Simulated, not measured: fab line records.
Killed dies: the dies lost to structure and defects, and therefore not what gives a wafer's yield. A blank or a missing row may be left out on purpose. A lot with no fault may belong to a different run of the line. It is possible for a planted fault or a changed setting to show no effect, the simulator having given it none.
A lot that was struck, set against a sound lot / flow n5Finfet / 14 out of 1938 route steps
Sound: the wafers L107.1, L107.2, L107.6. Struck: wafer L117.4; the same lot's L117.2 was not struck, so it is left out; see the end for the cause.
For every step that has rows: the tool of each side, followed by ch and its chambers, followed by its first start. Under that, the readings that differ: sound wafers / struck wafers / difference of the means / sigmas: that difference in standard deviations of wafers without a fault.
alike: words and numbers the same on both sides, and readings whose means are apart by under 2 such deviations; not compared: readings that were withheld, readings missing a value for some wafer, numbers with overlapping values and no deviation given by the record, and bounds like >300 which may hide the same value.
A row with sigmas, a row that says differs or no value, or rows on one side alone: a step with any of these is where the two part. Non-overlapping numbers with no deviation appear without sigmas and do not part them. A reading missing from all wafers of one side parts the sides only when that side holds two or more wafers.

first, 1 step without rows for these wafers: N5_BEOL_M11_TRENCH_ETCH_37 (etches SiCOH lowk in C4F6/O2, target depth 148.83 nm, time 48 s).
N5_BEOL_M11_ETCH_41: etches SiCN in CH3F/O2, target depth 42.6 nm, time 86 s.
  sound on rieDiel-03 ch 0,2,3; struck on rieDiel-01 ch 3
  alike: drypumpMotorCurrentA, oesProductAu, rfVppV, showerheadPlenumPTorr, throttleValvePct
  not compared: rfHoursCounterH
N5_BEOL_M11_STRIP_77: strips in N2/H2, time 10 s.
  sound on rieDiel-03 ch 0,2,3; struck on rieDiel-01 ch 3
  alike: drypumpMotorCurrentA, oesProductAu, rfVppV, showerheadPlenumPTorr, tempC, throttleValvePct
  not compared: rfHoursCounterH
N5_BEOL_M11_OCD_MEAS_38:
  sound on ocd-01 at day 14 06:17; struck on ocd-02 at day 18 00:33
reading=trenchDepthNm (nm); sound=148.3 150.2 147.6; struck=152.1; difference=+3.4; sigmas=+2
then, 4 steps without rows for these wafers: N5_BEOL_M11_HM_STRIP_39 (strips TiN in peroxide tin strip, target depth 25 nm, time 158 s); N5_BEOL_M11_SRD_40 (time 30 s); N5_BEOL_M11_PRECLEAN_42 (cleans in residue remover, time 60 s); N5_BEOL_M11_SRD_43 (time 30 s).
N5_BEOL_M11_CD_MEAS_35 targets a cd of 70 nm.
  sound on cdSem-01 at day 14 06:26; struck on cdSem-02 at day 18 00:43
  alike: cdNm
N5_BEOL_M11_CURE_72: cures SiCOH lowk, time 120 s.
  sound on uvCure-01 ch 1, day 14 06:29; struck on uvCure-03 ch 2, day 18 00:48
  alike: lampPowerPct, wafer_temp_C_max
then, 1 step without rows for these wafers: N5_BEOL_M11_DEGAS_44 (time 60 s).
N5_BEOL_M11_PRE_CLEAN_45: time 30 s.
  sound on pvdSputter-02 at day 14 06:54; struck on pvdSputter-01 at day 18 01:22
  alike: heaterPowerW
N5_BEOL_M11_ALD_74: deposits TaN, target thk 2 nm, pulse time 2 s, purge time 3 s.
  sound on aldMetal-03 ch 0,1, day 14 06:58; struck on aldMetal-03 ch 3, day 18 01:26
reading=aldCycles; sound=40 40 40; struck=33; difference=-7; sigmas=
reading=model.TaN_of_BEOL_M11_ALD_74.thkNm (nm); sound=2 2 2; struck=1.6; difference=-0.4; sigmas=
  alike: heaterPowerW, precursorVesselPressureTorr
N5_BEOL_M11_SURFACE_TREAT_76:
  sound on pvdSputter-02 at day 14 07:15; struck on pvdSputter-01 at day 18 01:49
  not compared: throttleValvePct

WHERE THEY PART
Only at N5_BEOL_M11_OCD_MEAS_38, as far as this record shows. Later steps at which nothing parts them and some readings are alike: N5_BEOL_M11_CD_MEAS_35, N5_BEOL_M11_CURE_72, N5_BEOL_M11_PRE_CLEAN_45, N5_BEOL_M11_ALD_74.

WHY: the cause the simulator had injected
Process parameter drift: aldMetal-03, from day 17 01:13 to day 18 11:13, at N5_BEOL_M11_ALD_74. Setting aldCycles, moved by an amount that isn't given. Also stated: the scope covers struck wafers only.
